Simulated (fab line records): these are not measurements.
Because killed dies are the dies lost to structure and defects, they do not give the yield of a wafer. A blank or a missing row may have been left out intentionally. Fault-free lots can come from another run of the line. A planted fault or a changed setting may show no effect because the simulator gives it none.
fab line records ; flow nand_harc
record: lots: 11; wafers: 33; last_day: 24
route steps=1159 shown A_CONTACT@924 END@1159
lots with no fault: from the same line, run without faults
start_h: the number of hours between the record's first day and the start of the first shown wafer of the lot ; wait_h: hours since the lot's step before ; " identical to the entry in the row above ; L1.1+2: a row that stands for several wafers ; - no value, or no start given ; * or withheld: withheld ; < > ~ a bound
route shown NAME@n: names a module that has steps shown in the file, with the first one's number in the route ; usual: mean/standard deviation taken from wafers without a fault ; same: alike in all rows ; chamber/n: place in a boat ; sites: each site's reading ; _std_site: the values' standard deviation ; _edge_site: mean of outer sites minus mean of inner sites ; radius_mm: for every site, how far away it sits from the centre of the wafer ; mask NAME#n: copy n ; behind: the last tool/chamber to shape the wafer ; hold: the reason the lot was held/the length of the hold in hours/how it ended ; device: the n, p or np transistor that did not switch ; end of line: tests of these same wafers at the route's end ; a step with no rows: only its recipe ; killed: dies that structure and defects cost at the first sort, which is not the same as the wafer's yield ; map: dies across one wafer; x = killed, . = not, _ = none there
set.NAME: the setting the step ran with; set.NAME@STEP: the setting that earlier step ran with ; model.NAME: the simulator's own value behind a step, which no gauge read
a sample of lots followed through the steps of the route, with each step as a table and each wafer as a row
services: the hour from which a tool's chamber was out of use, counted from the record's first day as start_h (under 0 if before that day), plus the number of hours and why
== steps ==
step: NHARC_A_CONTACT_DEP_85
recipe: target_thk_a: 500; target_thk_nm: 50; temp_c: 400; pressure_torr: 3.5; flow_sccm: 200; rf_w: 350; material: SiON
usual: heater_power_w: 729/71; showerhead_vpp_V: 1131/57
lot.wafer;tool;chamber;start_h;wait_h;heater_power_w;showerhead_vpp_V
L970.1;pecvd-01;2;382.37;1.2;712;1139
L970.4;pecvd-01;2;382.37;1.2;684;1149
L970.6;pecvd-01;0;382.37;1.2;719;1250
L972.3;pecvd-04;2;390.49;0.9;678;1171
L972.5;pecvd-04;1;390.49;0.9;824;1106
L972.6;pecvd-04;0;390.49;0.9;733;1087
L976.3;pecvd-04;0;430.23;0.6;817;1074
L976.2;pecvd-04;2;430.23;0.6;662;1155
L976.4;pecvd-04;1;430.23;0.6;805;1116
L979.1;pecvd-02;0;449.12;1.1;655;1096
L979.3;pecvd-02;1;449.12;1.1;648;1054
L979.5;pecvd-02;0;449.12;1.1;665;1081
L980.2;pecvd-02;0;452.60;1.2;592;1106
L980.4;pecvd-02;1;452.60;1.2;739;1042
L980.3;pecvd-02;0;452.60;1.2;605;1112
L984.2;pecvd-01;0;472.12;0.8;674;1237
L984.1;pecvd-01;1;472.12;0.8;723;1143
L984.4;pecvd-01;1;472.12;0.8;723;1150
L987.3;pecvd-01;2;478.31;0.8;656;1149
L987.5;pecvd-01;0;478.31;0.8;661;1225
L987.6;pecvd-01;2;478.31;0.8;645;1140
L986.1;pecvd-01;1;484.19;1.1;698;1148
L986.3;pecvd-01;0;484.19;1.1;748;1238
L986.5;pecvd-01;1;484.19;1.1;707;1153
L988.1;pecvd-04;1;496.85;1.0;773;1111
L988.3;pecvd-04;2;496.85;1.0;738;1168
L988.4;pecvd-04;1;496.85;1.0;769;1105
L992.1;pecvd-04;1;511.54;1.1;784;1119
L992.4;pecvd-04;2;511.54;1.1;747;1169
L992.6;pecvd-04;0;511.54;1.1;733;1072
L989.1;pecvd-01;0;514.37;1.1;714;1264
L989.4;pecvd-01;2;514.37;1.1;720;1117
L989.6;pecvd-01;0;514.37;1.1;719;1236
step: NHARC_A_CONTACT_INSPECT_10
usual: raw_defect_count: 31/17
lot.wafer;tool;chamber;start_h;wait_h;raw_defect_count
L970.1;defect_inspect-02;-;383.09;0.0;22
L970.4;defect_inspect-02;-;383.09;0.0;20
L970.6;defect_inspect-02;-;383.09;0.0;24
L972.3;defect_inspect-02;-;391.19;0.0;18
L972.5;defect_inspect-02;-;391.19;0.0;19
L972.6;defect_inspect-02;-;391.19;0.0;27
L976.2;defect_inspect-02;-;431.08;0.0;28
L976.3;defect_inspect-02;-;431.08;0.0;25
L976.4;defect_inspect-02;-;431.08;0.0;21
L979.1;defect_inspect-02;-;449.88;0.0;547
L979.3;defect_inspect-02;-;449.88;0.0;500
L979.5;defect_inspect-02;-;449.88;0.0;503
L980.2;defect_inspect-01;-;453.36;0.0;491
L980.3;defect_inspect-01;-;453.36;0.0;463
L980.4;defect_inspect-01;-;453.36;0.0;501
L984.1;defect_inspect-01;-;472.96;0.0;18
L984.2;defect_inspect-01;-;472.96;0.0;13
L984.4;defect_inspect-01;-;472.96;0.0;14
L987.3;defect_inspect-01;-;478.97;0.0;35
L987.5;defect_inspect-01;-;478.97;0.0;27
L987.6;defect_inspect-01;-;478.97;0.0;40
L986.1;defect_inspect-01;-;485.03;0.0;20
L986.3;defect_inspect-01;-;485.03;0.0;34
L986.5;defect_inspect-01;-;485.03;0.0;27
L988.1;defect_inspect-02;-;497.57;0.0;37
L988.3;defect_inspect-02;-;497.57;0.0;50
L988.4;defect_inspect-02;-;497.57;0.0;41
L992.1;defect_inspect-02;-;512.20;0.0;11
L992.4;defect_inspect-02;-;512.20;0.0;11
L992.6;defect_inspect-02;-;512.20;0.0;4
L989.1;defect_inspect-02;-;515.17;0.0;72
L989.4;defect_inspect-02;-;515.17;0.0;72
L989.6;defect_inspect-02;-;515.17;0.0;58
step: NHARC_A_CONTACT_ETCH_30
recipe: target_depth_a: 605; time_s: 30.2; cf4_flow_sccm: 100; chf3_flow_sccm: 30; ar_flow_sccm: 0; rf_w: 500; bias_w: 200; chemistry: CF4/CHF3
usual: bias_w: 200.0/0.54; drypump_motor_current_A: 5.5/0.32; oes_product_au: 0.941/0.024; rf_vpp_V: 370.7/2.4; showerhead_plenum_p_Torr: 1.57/0.066; throttle_valve_pct: 16.803/0.0088
lot.wafer;tool;chamber;start_h;wait_h;bias_w;drypump_motor_current_A;oes_product_au;rf_hours_counter_h;rf_vpp_V;showerhead_plenum_p_Torr;throttle_valve_pct
L970.1;rie_diel-11;0;-;-;199.5;5.6;0.965;3;365.1;1.46;16.794
L970.4;rie_diel-11;2;-;-;199.2;5.8;0.995;2;372.1;1.65;16.811
L970.6;rie_diel-11;0;-;-;200.2;5.6;0.974;-;366.7;1.46;16.805
L972.3;rie_diel-09;1;-;-;199.7;5.6;0.924;53;370.4;1.56;16.820
L972.6;rie_diel-09;2;-;-;199.4;5.6;0.917;-;369.9;1.50;16.801
L972.5;rie_diel-09;3;-;-;200.1;6.0;0.916;-;371.8;1.61;16.790
L976.4;rie_diel-11;1;-;-;200.1;5.0;0.999;8;369.8;1.62;16.793
L976.3;rie_diel-11;2;-;-;199.5;5.9;0.991;8;374.9;1.65;16.817
L976.2;rie_diel-11;3;-;-;199.8;5.7;0.960;8;369.1;1.53;16.810
L979.3;rie_diel-09;0;-;-;200.3;4.9;0.968;3;367.6;1.53;16.788
L979.1;rie_diel-09;1;-;-;200.0;5.6;0.946;3;369.3;1.56;16.801
L979.5;rie_diel-09;3;-;-;200.5;6.0;0.968;-;371.6;1.60;16.805
L980.4;rie_diel-01;2;-;-;199.0;5.7;0.919;48;370.9;1.60;16.811
L980.3;rie_diel-01;3;-;-;201.0;5.0;0.924;37;371.8;1.61;16.798
L980.2;rie_diel-01;1;-;-;199.4;5.6;0.934;48;373.6;1.67;16.795
L984.2;rie_diel-01;1;-;-;200.0;5.6;0.916;58;373.0;1.67;16.797
L984.1;rie_diel-01;3;-;-;199.3;5.0;0.927;46;371.1;1.61;16.809
L984.4;rie_diel-01;3;-;-;199.4;5.0;0.920;-;371.5;1.61;16.801
L987.3;rie_diel-11;2;-;-;199.8;5.9;0.994;17;373.6;1.65;16.803
L987.5;rie_diel-11;3;-;-;200.1;5.6;0.965;-;370.8;1.53;16.815
L987.6;rie_diel-11;0;-;-;199.3;5.6;0.977;-;367.6;1.45;16.796
L986.3;rie_diel-09;1;-;-;200.3;5.6;0.920;18;371.1;1.56;16.795
L986.1;rie_diel-09;3;-;-;199.8;6.0;0.913;16;372.1;1.60;16.816
L986.5;rie_diel-09;1;-;-;199.5;5.6;0.922;-;370.5;1.56;16.798
L988.1;rie_diel-09;2;-;-;199.8;5.6;0.923;21;368.0;1.49;16.809
L988.3;rie_diel-09;3;-;-;199.7;6.0;0.922;21;371.4;1.60;16.796
L988.4;rie_diel-09;1;-;-;199.5;5.6;0.923;24;369.1;1.56;16.802
L992.1;rie_diel-11;1;-;-;200.4;5.0;0.953;26;371.8;1.62;16.791
L992.4;rie_diel-11;0;-;-;200.4;5.6;0.966;26;366.5;1.45;16.803
L992.6;rie_diel-11;1;-;-;200.1;5.0;0.955;-;373.2;1.62;16.807
L989.1;rie_diel-11;3;-;-;199.7;5.6;0.926;27;369.3;1.53;16.806
L989.4;rie_diel-11;1;-;-;199.9;5.0;0.928;27;374.1;1.62;16.802
L989.6;rie_diel-11;3;-;-;200.3;5.6;0.932;-;369.5;1.53;16.803
step: NHARC_A_CONTACT_ETCH_31
recipe: target_depth_a: 20000; over_etch_frac: 0.3; time_s: 520; ion_energy_ev: 150; o2_flow_sccm: 400; cos_flow_sccm: 20; ar_flow_sccm: 0; rf_w: 500; bias_w: 300; chemistry: O2/COS
usual: bias_w: 300.0/0.94; drypump_motor_current_A: 5.5/0.32; oes_product_au: 1.003/0.011; rf_vpp_V: 314.0/2.1; showerhead_plenum_p_Torr: 3.11/0.13; throttle_valve_pct: 28.329/0.0093
same: over_etch_frac: 0.3
lot.wafer;tool;chamber;start_h;wait_h;bias_w;drypump_motor_current_A;oes_product_au;rf_hours_counter_h;rf_vpp_V;showerhead_plenum_p_Torr;throttle_valve_pct
L970.4;rie_diel-11;1;-;-;297.8;5.1;1.000;2;315.5;3.22;28.347
L970.1;rie_diel-11;0;-;-;300.4;5.6;1.006;3;311.8;2.89;28.341
L970.6;rie_diel-11;1;-;-;299.0;5.0;1.010;-;315.0;3.22;28.337
L972.3;rie_diel-09;0;-;-;300.7;5.0;1.002;53;314.4;3.04;28.335
L972.6;rie_diel-09;0;-;-;299.5;5.0;0.995;-;314.0;3.04;28.328
L972.5;rie_diel-09;1;-;-;299.3;5.6;1.002;-;313.3;3.10;28.319
L976.2;rie_diel-11;1;-;-;300.3;5.1;1.022;8;316.2;3.22;28.338
L976.3;rie_diel-11;2;-;-;299.4;5.8;1.021;8;316.2;3.27;28.331
L976.4;rie_diel-11;3;-;-;298.6;5.7;0.998;8;314.7;3.04;28.316
L979.3;rie_diel-09;1;-;-;298.7;5.6;0.986;3;311.8;3.10;28.351
L979.1;rie_diel-09;2;-;-;298.6;5.6;0.984;3;311.7;2.96;28.333
L979.5;rie_diel-09;2;-;-;301.9;5.6;0.989;-;310.8;2.96;28.349
L980.2;rie_diel-01;3;-;-;299.7;5.0;0.996;37;315.5;3.20;28.329
L980.3;rie_diel-01;0;-;-;300.2;5.5;1.007;42;313.9;3.10;28.327
L980.4;rie_diel-01;1;-;-;300.9;5.6;0.998;48;317.9;3.31;28.322
L984.2;rie_diel-01;1;-;-;299.1;5.6;1.003;58;318.0;3.31;28.339
L984.1;rie_diel-01;0;-;-;299.9;5.5;1.011;53;314.1;3.09;28.331
L984.4;rie_diel-01;3;-;-;299.5;5.0;1.010;-;314.0;3.20;28.328
L987.3;rie_diel-11;0;-;-;300.5;5.6;1.018;21;312.6;2.89;28.328
L987.5;rie_diel-11;3;-;-;299.8;5.7;0.993;-;312.4;3.04;28.349
L987.6;rie_diel-11;0;-;-;299.1;5.6;1.011;-;310.7;2.89;28.309
L986.1;rie_diel-09;1;-;-;300.2;5.6;0.988;18;312.4;3.09;28.319
L986.3;rie_diel-09;2;-;-;299.4;5.6;0.990;16;311.4;2.96;28.338
L986.5;rie_diel-09;3;-;-;302.2;6.1;0.988;-;315.0;3.17;28.346
L988.4;rie_diel-09;1;-;-;299.8;5.6;0.983;24;313.6;3.09;28.329
L988.3;rie_diel-09;2;-;-;299.3;5.6;0.999;21;310.7;2.95;28.327
L988.1;rie_diel-09;3;-;-;299.6;6.1;0.990;21;315.6;3.17;28.326
L992.4;rie_diel-11;3;-;-;299.4;5.7;0.991;26;312.2;3.04;28.330
L992.1;rie_diel-11;2;-;-;300.0;5.8;1.017;23;316.8;3.26;28.332
L992.6;rie_diel-11;0;-;-;299.9;5.6;1.013;-;311.4;2.88;28.324
L989.4;rie_diel-11;0;-;-;299.0;5.6;1.015;28;309.0;2.88;28.321
L989.1;rie_diel-11;3;-;-;300.1;5.7;1.007;27;311.6;3.03;28.317
L989.6;rie_diel-11;0;-;-;300.4;5.6;1.011;-;309.7;2.88;28.327
step: NHARC_A_CONTACT_ETCH_138
recipe: source_w: withheld; pressure_mtorr: 20; bias_v: 3000; time_s: 132; target_depth_a: 12890; ar_flow_sccm: withheld; c4f8_flow_sccm: withheld; o2_flow_sccm: withheld; chemistry: C4F8/O2/Ar
lot.wafer;tool;chamber;start_h;wait_h;rf_hours_counter_h
L970.1;har_cap_etch-01;1;384.90;0.1;59
L970.4;har_cap_etch-01;1;384.90;0.1;-
L970.6;har_cap_etch-01;1;384.90;0.1;-
L972.3;har_cap_etch-02;1;392.87;0.1;-
L972.6;har_cap_etch-02;0;392.87;0.1;-
L972.5;har_cap_etch-02;1;392.87;0.1;-
L976.2;har_cap_etch-03;0;432.72;0.1;93
L976.3;har_cap_etch-03;1;432.72;0.1;-
L976.4;har_cap_etch-03;0;432.72;0.1;-
L979.1;har_cap_etch-03;0;451.52;0.1;95
L979.3;har_cap_etch-03;1;451.52;0.1;-
L979.5;har_cap_etch-03;1;451.52;0.1;-
L980.2;har_cap_etch-03;1;455.13;0.1;96
L980.3;har_cap_etch-03;1;455.13;0.1;-
L980.4;har_cap_etch-03;0;455.13;0.1;-
L984.1;har_cap_etch-02;1;474.93;0.1;28
L984.2;har_cap_etch-02;0;474.93;0.1;28
L984.4;har_cap_etch-02;1;474.93;0.1;-
L987.3;har_cap_etch-03;1;480.65;0.1;-
L987.6;har_cap_etch-03;0;480.65;0.1;-
L987.5;har_cap_etch-03;1;480.65;0.1;-
L986.1;har_cap_etch-02;1;486.76;0.1;30
L986.3;har_cap_etch-02;0;486.76;0.1;-
L986.5;har_cap_etch-02;1;486.76;0.1;-
L988.1;har_cap_etch-03;0;500.20;0.1;104
L988.4;har_cap_etch-03;1;500.20;0.1;-
L988.3;har_cap_etch-03;0;500.20;0.1;-
L992.1;har_cap_etch-02;0;513.99;0.1;34
L992.4;har_cap_etch-02;0;513.99;0.1;-
L992.6;har_cap_etch-02;0;513.99;0.1;-
L989.1;har_cap_etch-03;1;516.86;0.1;108
L989.4;har_cap_etch-03;0;516.86;0.1;-
L989.6;har_cap_etch-03;0;516.86;0.1;-
step: NHARC_END_SORT_01
recipe: temp_c: 25
usual: killed_at_array: 29/13; killed_at_other: 0.7/1; killed_at_periphery: 3.2/2.3; killed_dies: 33/13; killed_open: 3.3/1.7; killed_short: 2.0/1.5
same: gross_dies: 677
lot.wafer;tool;chamber;start_h;wait_h;killed_at_array;killed_at_other;killed_at_periphery;killed_dies;killed_open;killed_short
L979.1;prober-02;0;505.63;2.5;92;0;1;93;3;0
L979.3;prober-02;0;507.21;3.1;95;0;1;96;5;2
L979.5;prober-02;0;508.79;3.7;88;0;0;88;4;2
L980.2;prober-01;0;506.48;2.8;77;2;8;87;3;2
L980.3;prober-01;0;507.29;3.1;71;1;5;77;1;2
L980.4;prober-01;0;508.09;3.4;79;0;6;85;3;0
killed by level:class
L979.1 A_CONTACT:unspecified=46 A_SLIT:chamber_film_flake=19 A_CHANNEL_HOLE_D1:chamber_film_flake=11 A_CONTACT:chamber_film_flake=8 A_STAIRCASE:chamber_film_flake=4 A_M0:geometric_particle:open=2 A_M1:geometric_particle:open=1 P_STI:chamber_film_flake=1
L980.2 A_CONTACT:unspecified=48 A_STAIRCASE:chamber_film_flake=7 A_CHANNEL_HOLE_D1:chamber_film_flake=4 A_WL_FILL:chamber_film_flake=4 A_BLC:chamber_film_flake=4 P_ZERO_WELL:chamber_film_flake=3 P_CONTACT:chamber_film_flake=3 A_BONDPAD:chamber_film_flake=3
L979.3 A_CONTACT:unspecified=50 A_CHANNEL_HOLE_D1:chamber_film_flake=16 A_SLIT:chamber_film_flake=9 A_CONTACT:chamber_film_flake=7 A_STAIRCASE:chamber_film_flake=5 P_M1:geometric_particle:open=1 A_CHANNEL_FILL_D1:geometric_particle:open=1 A_WL_FILL:geometric_particle:short=1
L980.3 A_CONTACT:unspecified=50 A_BONDPAD:chamber_film_flake=7 A_CHANNEL_HOLE_D1:chamber_film_flake=3 P_ZERO_WELL:chamber_film_flake=3 A_STAIRCASE:chamber_film_flake=3 A_BLC:chamber_film_flake=3 P_M1:chamber_film_flake=2 A_SOURCE_PLATE:geometric_particle:short=1
L980.4 A_CONTACT:unspecified=52 A_BONDPAD:chamber_film_flake=9 A_STAIRCASE:chamber_film_flake=4 A_CONTACT:chamber_film_flake=4 P_ZERO_WELL:chamber_film_flake=3 A_CHANNEL_HOLE_D1:chamber_film_flake=3 A_WL_FILL:chamber_film_flake=3 P_M1:chamber_film_flake=2
L979.5 A_CONTACT:unspecified=47 A_SLIT:chamber_film_flake=17 A_CHANNEL_HOLE_D1:chamber_film_flake=14 A_STAIRCASE:chamber_film_flake=2 A_SOURCE_PLATE:geometric_particle:short=1 A_ONON_D1:geometric_particle:open=1 A_CHANNEL_FILL_D1:geometric_particle:short=1 A_CHANNEL_FILL_D1:geometric_particle:open=1
== services ==
tool;chamber;start_h;hours;kind
rie_diel-11;-;367.16;9.0;pm
rie_diel-11;0;367.16;9.0;vent_cycle
rie_diel-11;1;367.16;9.0;vent_cycle
rie_diel-11;2;367.16;9.0;vent_cycle
rie_diel-11;3;367.16;9.0;vent_cycle
pecvd-04;-;376.00;13.0;pm
rie_diel-11;0;376.16;-;clean
rie_diel-11;1;376.16;-;clean
rie_diel-11;2;376.16;-;clean
pecvd-01;2;401.50;17.3;repair
rie_diel-01;1;402.50;4.2;repair
pecvd-01;-;418.21;13.0;pm
rie_diel-01;0;427.90;15.1;repair
rie_diel-09;-;432.00;9.0;pm
rie_diel-01;3;436.30;5.6;repair
pecvd-02;2;446.75;8.0;repair
pecvd-01;-;457.06;0.3;repair
rie_diel-09;0;468.52;4.2;repair
rie_diel-01;2;468.70;7.5;repair
pecvd-01;-;491.13;12.2;repair
rie_diel-01;-;491.80;9.0;pm
rie_diel-11;0;495.03;1.5;repair
rie_diel-09;0;513.05;5.8;repair
pecvd-02;-;515.00;13.0;pm
== key ==
first_sign: step: NHARC_A_CONTACT_INSPECT_10; reading: raw_defect_count; direction: up; sigmas: 28; usual: 31; struck: 501
effect: step: NHARC_END_SORT_01; reading: killed_at_array; direction: up; sigmas: 4.3; usual: 29; struck: 84
more_kills_born_at: NHARC_A_CONTACT_DEP_85@pecvd-02: 293
met_at NHARC_A_CONTACT_DEP_85
struck_lots L979,L980
tester_left_out L979,L980
not_acting_at NHARC_A_CONTACT_ETCH_30,NHARC_A_CONTACT_ETCH_31,NHARC_A_CONTACT_ETCH_138
fault: kind: chamber_particle_source; tool: pecvd-02; chamber: -; onset_h: 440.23; steps: NHARC_A_CONTACT_DEP_85; rate_per_visit_cm2: 0.70348; end_h: 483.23
tester_left_out: of these lots the tester's yield and bins aren't shown, on N5 and GAA mostly nor the transistor test; their killed dies are dies lost to structure and defects alone, not to doping, threshold or leakage, so they don't give the yield
